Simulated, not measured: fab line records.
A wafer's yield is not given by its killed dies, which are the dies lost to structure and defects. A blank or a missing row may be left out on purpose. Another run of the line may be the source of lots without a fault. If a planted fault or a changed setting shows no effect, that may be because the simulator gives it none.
Chamber matching    flow n5Finfet    rieDiel-01 running N5_BEOL_M8_DESCUM_16: 4 sister chambers
The step chemistry O2, time 7.9 s. 14 wafers are shown with their chamber, then 7 later ones without.

## WAFERS PAIRED WITH THEIR CHAMBERS
wafer   chamber  throttleValvePct (%)  drypumpMotorCurrentA (A)  showerheadPlenumPTorr (Torr)
L075.1  3        20.63                 5.5                       2.13
L075.5  3        20.65                 5.6                       2.13
L075.6  1        20.89                 5.6                       2.17
L079.2  0        20.41                 5.1                       2.14
L079.4  1        20.93                 5.6                       2.17
L079.6  3        20.65                 5.6                       2.12
L081.1  1        20.92                 5.6                       2.16
L081.2  0        20.40                 5.1                       2.14
L081.5  3        20.66                 5.5                       2.12
L082.1  3        20.67                 5.5                       2.12
L082.3  2        20.53                 5.8                       2.22
L082.5  1        20.92                 5.6                       2.16
L085.1  1        20.93                 5.6                       2.16
L085.4  3        20.66                 5.5                       2.12

SIGNATURES (averages over the wafers above)
reading                chamber 0  chamber 1  chamber 2  chamber 3  scatter within a chamber
throttleValvePct       20.4050    20.9180    20.5300    20.6533    0.0144
drypumpMotorCurrentA   5.100      5.600      5.800      5.533      0.0365
showerheadPlenumPTorr  2.1400     2.1640     2.2200     2.1233     0.00503
Rule: a wafer's distance from a chamber is the root of the sum, over the readings, of the square of ((its reading less the chamber's mean) divided by the reading's scatter). The wafer belongs to the nearest chamber; if the next one is less than 2 further off, it can't be placed. The scatter: the root of (the sum of the squares of (reading less its chamber's mean) over the shown wafers, divided by (wafers less chambers)).

## WAFERS WHOSE CHAMBER IS MISSING
wafer   throttleValvePct (%)  drypumpMotorCurrentA (A)  showerheadPlenumPTorr (Torr)
L085.5  20.92                 5.5                       2.16
L088.2  20.94                 5.6                       2.16
L088.4  20.68                 5.5                       2.12
L088.6  20.68                 5.6                       2.12
L090.3  20.55                 5.9                       2.21
L090.5  20.54                 5.8                       2.21
L090.6  20.69                 5.5                       2.11

## WHICH CHAMBER EACH WENT THROUGH
wafer   from the rows above  in truth
L085.5  1                    1
L088.2  1                    1
L088.4  3                    3
L088.6  3                    3
L090.3  2                    2
L090.5  2                    2
L090.6  3                    3
Correct placement for 7 of the 7. Left unplaced by these rows: 0. Number placed wrongly: 0.
